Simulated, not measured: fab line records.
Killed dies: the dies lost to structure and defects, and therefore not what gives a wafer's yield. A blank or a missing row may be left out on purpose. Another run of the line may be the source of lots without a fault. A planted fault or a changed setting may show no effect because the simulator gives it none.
8D (eight disciplines) problem report, filled in by code    flow n5-finfet    the parts of the form that need people (team, actions taken, sign-off) are left out

## 1. PROBLEM STATEMENT
At N5_FIN_SAQP_THK_MEAS_05, thk-nm averages 40.6 nm over 2 wafers from 2 lots, while fault-free wafers read 38.2 nm, standard deviation 0.52. That puts it +4.6 standard deviations away from the usual mean.
First seen on wafer L840.6, day 6 04:20, on film-metro-01. The record holds 30 wafers of 10 lots with a number at this step. Rule for "out", or "out of limits": more than 4 standard deviations from the usual mean. The other wafers with a number count as sound.

## 2. WHAT THIS IS AND IS NOT
question                     is                            is not
which readings at this step  thk-nm                        -
which lots                   L840, L843                    L823, L825, L826, L831, L833, L834, L836, L837
which wafers of those lots   L840.6, L843.2                L840.3, L840.4, L843.1, L843.3
read on which gauges         film-metro-01, film-metro-02  -
when                         from day 6 04:20              up to then (26 sound wafers); but 2 sound wafers of L843 came after

## 3. WHAT RULES OUT EACH SUSPECT
Counting: a tool at a process step up to the reading stays a suspect if it ran every lot that is out. Sound lots after the first of them don't rule it out here, since some wafers of a struck lot are sound.
- ruled out: the gauge at N5_FIN_SAQP_THK_MEAS_05. 2 gauges (film-metro-01, film-metro-02) read the wafers that are out.
- pecvd-03 at N5_FIN_SAQP_HM_DEP_03 (deposits SiNx from SiH4/NH3/N2, target thk 38 nm, time 33.6 s): kept. It ran every lot that is out, first L840 (day 6 04:14); its last sound lot up to then is L837 (day 5 09:47).
- pecvd-03, N5_FIN_SAQP_HM_DEP_03: wafers that are out in chamber 1, sound lot-mates in chambers 0, 2.
Remaining after the count: pecvd-03 at N5_FIN_SAQP_HM_DEP_03.

## 4. THE CAUSE (what the simulator had put in)
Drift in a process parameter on pecvd-03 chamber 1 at N5_FIN_SAQP_HM_DEP_03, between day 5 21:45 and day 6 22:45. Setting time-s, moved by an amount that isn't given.
This tool alone remained once counting was done.

## 5. THE EFFECT CHAIN, in route order
Each row: a reading where the mean over the struck wafers with a number is more than 3 standard deviations away from the usual. Only readings whose record carries a usual standard deviation are examined. hours: median over the lots of the time between each lot's start at the first step of this table that gives one and its start at this step. sigmas: the change, counted in usual standard deviations.
hours  step                     reading            usual    on struck wafers  change  sigmas
0      N5_FIN_SAQP_THK_MEAS_05  thk-nm             38.2 nm  40.6              +2.4    +4.6
5      N5_FIN_SAQP_HM_OPEN_33   etch-rf-on-time-s  69.9 s   75.2              +5.3    +3.3
Process steps it contains:
- N5_FIN_SAQP_HM_OPEN_33: chemistry CH3F/O2, target SiNx, target depth 49.4 nm, time 70.6 s.
Later steps that measure or inspect, where all struck wafers having a row at the step show a number for every such reading and not one has moved that far: N5_FIN_SAQP_OVL_MEAS_17.

## 6. HOW IT WOULD HAVE BEEN CAUGHT EARLIER
In this record the first reading out of limits at a measuring or inspecting step was taken at day 6 04:20, 7 hours after the fault began at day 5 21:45.
An alarm limit of 4 standard deviations would not have fired on the tool readings at N5_FIN_SAQP_HM_DEP_03 for which the record gives a usual standard deviation, since none of them was out on any struck wafer.
Among the 2 lots that are out, L843 began N5_FIN_SAQP_HM_DEP_03 on pecvd-03 after day 6 04:20. Holding the tool at that time would have saved it.
